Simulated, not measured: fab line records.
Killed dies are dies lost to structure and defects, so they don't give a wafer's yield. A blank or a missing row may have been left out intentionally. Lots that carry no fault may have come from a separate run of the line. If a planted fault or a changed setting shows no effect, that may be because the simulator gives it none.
What tool caused it? / flow n5-finfet / 10 lots, 29 wafers sampled, at 3 steps of a route of 1938

WHAT EACH GAUGE READ, for each wafer
N5_BEOL_M10_CD_MEAS_18: pitch 140 nm, target cd 70 nm.
lot=L648; measured=day 10 12:32; on=cd-sem-01; cd-nm (nm)=70.9 69.4 70.2
lot=L649; measured=day 10 19:05; on=cd-sem-03; cd-nm (nm)=70.1 70.7 70.1
lot=L652; measured=day 11 19:44; on=cd-sem-02; cd-nm (nm)=69.9 69.9 69.6
lot=L651; measured=day 12 08:41; on=cd-sem-03; cd-nm (nm)=70.5 69.6
lot=L656; measured=day 12 08:59; on=cd-sem-02; cd-nm (nm)=69.1 69.9 69.5
lot=L657; measured=day 12 12:42; on=cd-sem-02; cd-nm (nm)=69.8 69.6 69.1
lot=L658; measured=day 12 18:22; on=cd-sem-01; cd-nm (nm)=70.3 70.3 69.5
lot=L663; measured=day 14 10:01; on=cd-sem-02; cd-nm (nm)=70.7 69.9 69.1
lot=L670; measured=day 16 08:56; on=cd-sem-03; cd-nm (nm)=70.6 71.7 70.7
lot=L671; measured=day 16 09:29; on=cd-sem-03; cd-nm (nm)=70.2 69.1 68.8

N5_BEOL_M10_CD_MEAS_28: target cd 70 nm.
lot=L648; measured=day 10 12:57; on=cd-sem-02; cd-nm (nm)=69.2 70.0 71.1
lot=L649; measured=day 10 21:28; on=cd-sem-01; cd-nm (nm)=67.8 67.6 67.9
lot=L652; measured=day 11 20:20; on=cd-sem-01; cd-nm (nm)=67.0 68.8 68.4
lot=L651; measured=day 12 08:58; on=cd-sem-01; cd-nm (nm)=70.0 71.8
lot=L656; measured=day 12 09:26; on=cd-sem-03; cd-nm (nm)=68.8 69.3 69.4
lot=L657; measured=day 12 13:07; on=cd-sem-02; cd-nm (nm)=69.1 68.9 68.4
lot=L658; measured=day 12 21:02; on=cd-sem-01; cd-nm (nm)=72.7 71.9 70.6
lot=L663; measured=day 14 13:13; on=cd-sem-03; cd-nm (nm)=73.2 74.0 73.3
lot=L670; measured=day 16 11:23; on=cd-sem-03; cd-nm (nm)=67.4 66.4 68.1
lot=L671; measured=day 16 11:07; on=cd-sem-01; cd-nm (nm)=69.6 70.4 70.8

EACH LOT AND THE TOOL THAT RAN IT (in order: tool; ch and the chambers of the sampled wafers; start)
lot=L648; N5_BEOL_M10_PEB_26=litho-track-05 ch 0, day 10 12:53
lot=L649; N5_BEOL_M10_PEB_26=litho-track-04 ch 0, day 10 21:24
lot=L652; N5_BEOL_M10_PEB_26=litho-track-04 ch 0, day 11 20:16
lot=L651; N5_BEOL_M10_PEB_26=litho-track-01 ch 0, day 12 08:53
lot=L656; N5_BEOL_M10_PEB_26=litho-track-05 ch 0, day 12 09:22
lot=L657; N5_BEOL_M10_PEB_26=litho-track-04 ch 0, day 12 13:02
lot=L658; N5_BEOL_M10_PEB_26=litho-track-01 ch 0, day 12 20:58
lot=L663; N5_BEOL_M10_PEB_26=litho-track-01 ch 0, day 14 13:08
lot=L670; N5_BEOL_M10_PEB_26=litho-track-04 ch 0, day 16 11:19
lot=L671; N5_BEOL_M10_PEB_26=litho-track-05 ch 0, day 16 11:02
- N5_BEOL_M10_PEB_26: peb time 60 s.

AS READ BY THE TOOLS THEMSELVES (means over the sampled wafers that have a number; for cases with no such wafer, the mark the record gives instead)
The record holds no such reading with a usual standard deviation.

THE ANSWER, worked out from the rows above alone
Rule: usual is defined by the lots themselves. Put in order of their means at a reading, lots are off if they are a third of the lots or fewer, leave a main group of 4 or more, and stand apart from it by a gap of 3 or more times the standard deviation of the main group's means; of several such gaps the widest counts. The tables above print the reading to a certain number of digits; a main group whose means all agree to those digits is not used. Also off: a lot with no number at a reading for which 4 or more lots have one. The other lots that the step has rows for count as sound. The gauges are gone through in route order, then the tools' own readings, and for those a lot's mean is taken as printed above. The first step at which some lot is off is used, and at that step the reading that is off furthest; a lot without a number counts as furthest.
Across all readings shown, no lot is off: no conclusion can be drawn from this.

WHAT THE SIMULATOR HAD INSERTED
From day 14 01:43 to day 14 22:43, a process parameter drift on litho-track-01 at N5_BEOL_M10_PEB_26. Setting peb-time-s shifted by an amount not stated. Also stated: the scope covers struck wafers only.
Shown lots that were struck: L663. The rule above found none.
